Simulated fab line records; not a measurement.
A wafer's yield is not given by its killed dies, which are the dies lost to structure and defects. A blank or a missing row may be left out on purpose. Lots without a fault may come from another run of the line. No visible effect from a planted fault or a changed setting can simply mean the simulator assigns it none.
Chamber matching | flow n5 finfet | N5_BEOL_M2_ETCH_64 on rie diel-05 has 4 sister chambers
The step etches SOC in N2/H2, target depth 75 nm, overetch 22.5 nm, time 121.9 s. 14 wafers are shown with their chamber, then 7 later ones without.

## WAFERS, EACH WITH ITS CHAMBER
wafer  | chamber | drypump motor current A (A) | showerhead plenum p Torr (Torr) | throttle valve pct (%)
L079.3 | 2       | 5.1                         | 2.73                            | 17.51
L079.4 | 0       | 6.6                         | 2.68                            | 17.90
L079.6 | 0       | 6.6                         | 2.68                            | 17.91
L081.1 | 1       | 5.6                         | 2.41                            | 17.78
L081.3 | 0       | 6.6                         | 2.68                            | 17.94
L081.5 | 0       | 6.6                         | 2.68                            | 17.92
L084.1 | 3       | 5.7                         | 2.51                            | 17.75
L084.3 | 1       | 5.6                         | 2.41                            | 17.78
L084.6 | 1       | 5.6                         | 2.41                            | 17.78
L087.2 | 3       | 5.7                         | 2.50                            | 17.74
L087.5 | 1       | 5.6                         | 2.41                            | 17.79
L087.6 | 2       | 5.1                         | 2.72                            | 17.55
L093.1 | 2       | 5.1                         | 2.72                            | 17.54
L093.2 | 1       | 5.7                         | 2.40                            | 17.79

SIGNATURES (means of the wafers above)
reading                  | chamber 0 | chamber 1 | chamber 2 | chamber 3 | scatter within a chamber
drypump motor current A  | 6.600     | 5.620     | 5.100     | 5.700     | 0.0283
showerhead plenum p Torr | 2.6800    | 2.4080    | 2.7233    | 2.5050    | 0.00443
throttle valve pct       | 17.9175   | 17.7840   | 17.5333   | 17.7450   | 0.0138
Rule: for a wafer and a chamber, the distance is found by dividing, reading by reading, the gap between the wafer's reading and the chamber's mean by the reading's scatter, squaring, summing and taking the root. If the next closest chamber is less than 2 further off than the closest, the wafer can't be placed; otherwise it belongs to the closest. The scatter: take each reading less its chamber's mean, square it, sum over the shown wafers, divide by the number of wafers less the number of chambers, and take the root.

## WAFERS MISSING THEIR CHAMBER
wafer  | drypump motor current A (A) | showerhead plenum p Torr (Torr) | throttle valve pct (%)
L093.5 | 5.6                         | 2.40                            | 17.82
L092.2 | 5.6                         | 2.40                            | 17.82
L092.4 | 5.1                         | 2.72                            | 17.56
L092.6 | 5.1                         | 2.72                            | 17.57
L096.1 | 5.6                         | 2.40                            | 17.84
L096.2 | 6.6                         | 2.67                            | 17.97
L096.3 | 5.7                         | 2.50                            | 17.79

## WHICH CHAMBER EACH WENT THROUGH
wafer  | from the rows above | in truth
L093.5 | 1                   | 1
L092.2 | 1                   | 1
L092.4 | 2                   | 2
L092.6 | 2                   | 2
L096.1 | 1                   | 1
L096.2 | 0                   | 0
L096.3 | 3                   | 3
Placed correctly: 7 of 7. Left unplaced by these rows: 0. Placed wrongly: 0.
